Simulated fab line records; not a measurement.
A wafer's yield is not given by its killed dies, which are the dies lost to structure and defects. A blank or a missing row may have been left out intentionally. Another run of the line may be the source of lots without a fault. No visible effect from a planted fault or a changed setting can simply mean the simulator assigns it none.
Which tool did it?    flow nand_harc    10 lots, 30 wafers sampled, at 4 steps of a route of 1302

WHAT THE GAUGES READ, wafer by wafer
NHARC_P_ZERO_WELL_CD_MEAS_52: target cd 2000 nm.
lot   measured      on         cd_nm (nm)
L697  day 2 11:44   cd_sem-01  2002.2 2001.2 2002.6
L702  day 4 13:44   cd_sem-03  1970.7 1972.1 1973.1
L704  day 5 09:53   cd_sem-01  2003.8 2000.9 2002.8
L711  day 8 07:38   cd_sem-02  1997.3 2000.0 1999.8
L713  day 9 03:50   cd_sem-02  2001.0 1999.7 1999.6
L714  day 9 14:07   cd_sem-01  2000.9 1999.6 2000.7
L715  day 10 00:05  cd_sem-02  1998.9 2001.0 1999.9
L717  day 10 19:30  cd_sem-01  1998.1 1998.1 2000.1
L718  day 11 05:45  cd_sem-01  2000.5 1998.4 2000.3
L719  day 11 15:47  cd_sem-03  1997.0 1998.9 1998.1

EACH LOT AND THE TOOL THAT RAN IT (in order: tool; ch and the chambers of the sampled wafers; start)
lot   NHARC_P_ZERO_WELL_DESCUM_13         NHARC_P_ZERO_WELL_DESCUM_39         NHARC_P_ZERO_WELL_EXPOSE_49
L697  rie_diel-10 ch 0,1, day 2 07:25     rie_diel-10 ch 2,3, day 2 10:23     krf_scanner-01 ch 0, day 2 11:35
L702  rie_diel-10 ch 1,3, day 4 09:17     rie_diel-08 ch 0,1,3, day 4 12:16   krf_scanner-04 ch 0, day 4 13:35
L704  rie_diel-10 ch 1,3, day 5 05:24     rie_diel-01 ch 1,2,3, day 5 08:25   krf_scanner-02 ch 0, day 5 09:44
L711  rie_diel-08 ch 0,3, day 8 03:25     rie_diel-10 ch 0,1,3, day 8 06:17   krf_scanner-04 ch 0, day 8 07:29
L713  rie_diel-10 ch 0,2, day 8 23:17     rie_diel-10 ch 0,1, day 9 02:22     krf_scanner-04 ch 0, day 9 03:40
L714  rie_diel-01 ch 0,1,2, day 9 09:38   rie_diel-10 ch 0,2,3, day 9 12:45   krf_scanner-04 ch 0, day 9 13:57
L715  rie_diel-10 ch 0,1,3, day 9 19:25   rie_diel-01 ch 0,1,2, day 9 22:38   krf_scanner-02 ch 0, day 9 23:56
L717  rie_diel-08 ch 0,1,2, day 10 15:18  rie_diel-01 ch 0,3, day 10 18:01    krf_scanner-04 ch 0, day 10 19:21
L718  rie_diel-01 ch 0,1,2, day 11 01:23  rie_diel-10 ch 0,1,3, day 11 04:16  krf_scanner-01 ch 0, day 11 05:36
L719  rie_diel-08 ch 0,1,3, day 11 11:23  rie_diel-08 ch 1,2,3, day 11 14:18  krf_scanner-02 ch 0, day 11 15:37
- NHARC_P_ZERO_WELL_DESCUM_13: chemistry O2, time 3 s.
- NHARC_P_ZERO_WELL_DESCUM_39: chemistry O2, time 3 s.
- NHARC_P_ZERO_WELL_EXPOSE_49: exposes mask P HVPW, target cd 2000 nm.

THE ANSWER, worked out from the rows above alone
Rule: the lots themselves supply what counts as usual. Put in order of their means at a reading, lots are off if they are a third of the lots or fewer, leave a main group of 4 or more, and stand apart from it by a gap of 3 or more times the standard deviation of the main group's means; of several such gaps the widest counts. If all means in a main group match to the digits the tables above print for the reading, that group is not used. A lot without any number at a reading at which 4 lots or more have one is off too. All remaining lots with rows at the step are treated as sound.
Off: L702, at NHARC_P_ZERO_WELL_CD_MEAS_52 (cd_nm). The main group: mean 2000.1 nm, standard deviation 1.4.
A tool fits if, at a process step before that reading, it ran every lot that is off, and no sound lot after the first of them. The gauges at NHARC_P_ZERO_WELL_CD_MEAS_52 are tried like those tools. No candidate that was tried fits.

WHAT WAS PUT IN BY THE SIMULATOR
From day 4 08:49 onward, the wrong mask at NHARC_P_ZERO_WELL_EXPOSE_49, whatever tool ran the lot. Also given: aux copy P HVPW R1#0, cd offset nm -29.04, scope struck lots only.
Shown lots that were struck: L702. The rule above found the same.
